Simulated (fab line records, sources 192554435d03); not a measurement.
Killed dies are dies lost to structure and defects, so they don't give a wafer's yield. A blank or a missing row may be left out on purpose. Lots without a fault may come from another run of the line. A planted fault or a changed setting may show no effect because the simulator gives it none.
Which tool did it? | flow n5_finfet | 11 lots, 33 wafers sampled, at 3 steps of a route of 1938

WHAT THE GAUGES READ, wafer by wafer
N5_BEOL_M15_THK_MEAS_50: measures by xrf. Usual: M15_THK 831 nm, standard deviation 18.
lot  | measured     | on            | M15_THK (nm) | flag
L386 | day 11 21:05 | film_metro-01 | 866 871 867  |
L392 | day 13 00:53 | film_metro-01 | 828 811 850  |
L393 | day 13 06:20 | film_metro-01 | 875 832 877  |
L399 | day 14 19:49 | film_metro-01 | 850 857 848  |
L402 | day 15 02:42 | film_metro-01 | 830 844 841  |
L403 | day 15 10:52 | film_metro-02 | 803 810 793  |
L404 | day 16 01:14 | film_metro-01 | 812 844 821  |
L405 | day 16 16:00 | film_metro-01 | 845 835 855  |
L406 | day 16 16:49 | film_metro-02 | 844 838 833  |
L407 | day 16 09:55 | film_metro-02 | 825 824 813  |
L408 | day 17 04:13 | film_metro-01 | 821 808 819  |

N5_BEOL_M15_RS_MEAS_54: measures by four-point-probe. Usual: M15_RS 0.0214 ohm/sq, standard deviation 0.00041.
lot  | measured     | on            | M15_RS (ohm/sq)      | flag
L386 | day 11 21:13 | film_metro-02 | 0.0209 0.0209 0.0209 |
L392 | day 13 01:01 | film_metro-02 | 0.0215 0.0218 0.0211 |
L393 | day 13 06:28 | film_metro-01 | 0.0203 0.0214 0.0203 |
L399 | day 14 19:57 | film_metro-01 | 0.0210 0.0208 0.0210 |
L402 | day 15 02:49 | film_metro-01 | 0.0216 0.0212 0.0213 |
L403 | day 15 10:59 | film_metro-02 | 0.0217 0.0215 0.0220 |
L404 | day 16 01:21 | film_metro-02 | 0.0221 0.0213 0.0219 |
L405 | day 16 16:08 | film_metro-01 | 0.0212 0.0214 0.0210 |
L406 | day 16 16:57 | film_metro-01 | 0.0211 0.0212 0.0214 |
L407 | day 16 10:04 | film_metro-01 | 0.0215 0.0215 0.0217 |
L408 | day 17 04:21 | film_metro-01 | 0.0219 0.0220 0.0221 |

WHICH TOOL RAN EACH LOT (tool, then ch and the chambers of the sampled wafers, then the start)
lot  | N5_BEOL_M1_ALD_84
L386 | ald_metal-01 ch 1,2,3, day 6 04:11
L392 | ald_metal-03 ch 0,2,3, day 7 17:14
L393 | ald_metal-03 ch 0,3, day 7 20:35
L399 | ald_metal-04 ch 0,1, day 9 20:43
L402 | ald_metal-04 ch 2,3, day 10 10:22
L403 | ald_metal-04 ch 1,2,3, day 10 15:00
L404 | ald_metal-01 ch 0,1,2, day 10 21:05
L405 | ald_metal-03 ch 1,2, day 11 03:14
L406 | ald_metal-03 ch 0,1,3, day 11 08:14
L407 | ald_metal-01 ch 0,2,3, day 11 14:44
L408 | ald_metal-04 ch 2,3, day 11 20:24
- N5_BEOL_M1_ALD_84: deposits TaN, pulse time 2 s, purge time 3 s, co reactant purge time 2 s.

WHAT THE TOOLS THEMSELVES READ (means of the sampled wafers that have a number; where no wafer has one, the mark that the record gives instead)
N5_BEOL_M1_ALD_84. Usual: heater_power_w 424 W, standard deviation 57.
lot  | tool         | heater_power_w (W) | flag
L386 | ald_metal-01 | 414                |
L392 | ald_metal-03 | 367                |
L393 | ald_metal-03 | 337                |
L399 | ald_metal-04 | 429                |
L402 | ald_metal-04 | 490                |
L403 | ald_metal-04 | 502                |
L404 | ald_metal-01 | 429                |
L405 | ald_metal-03 | 429                |
L406 | ald_metal-03 | 380                |
L407 | ald_metal-01 | 436                |
L408 | ald_metal-04 | 494                |

THE ANSWER, worked out from the rows above alone
Rule: a lot is off if the mean of its wafers that have a number lies more than 3 standard deviations from the usual mean. A lot without any number at a reading at which 4 lots or more have one is off too. The other lots that the step has rows for count as sound. The gauges are gone through in route order, then the tools' own readings, and for those a lot's mean is taken as printed above. The first step at which some lot is off is used, and at that step the reading that is off furthest; a lot without a number counts as furthest.
No lot is off at any reading shown: from this, nothing can be told.

WHAT THE SIMULATOR HAD PUT IN
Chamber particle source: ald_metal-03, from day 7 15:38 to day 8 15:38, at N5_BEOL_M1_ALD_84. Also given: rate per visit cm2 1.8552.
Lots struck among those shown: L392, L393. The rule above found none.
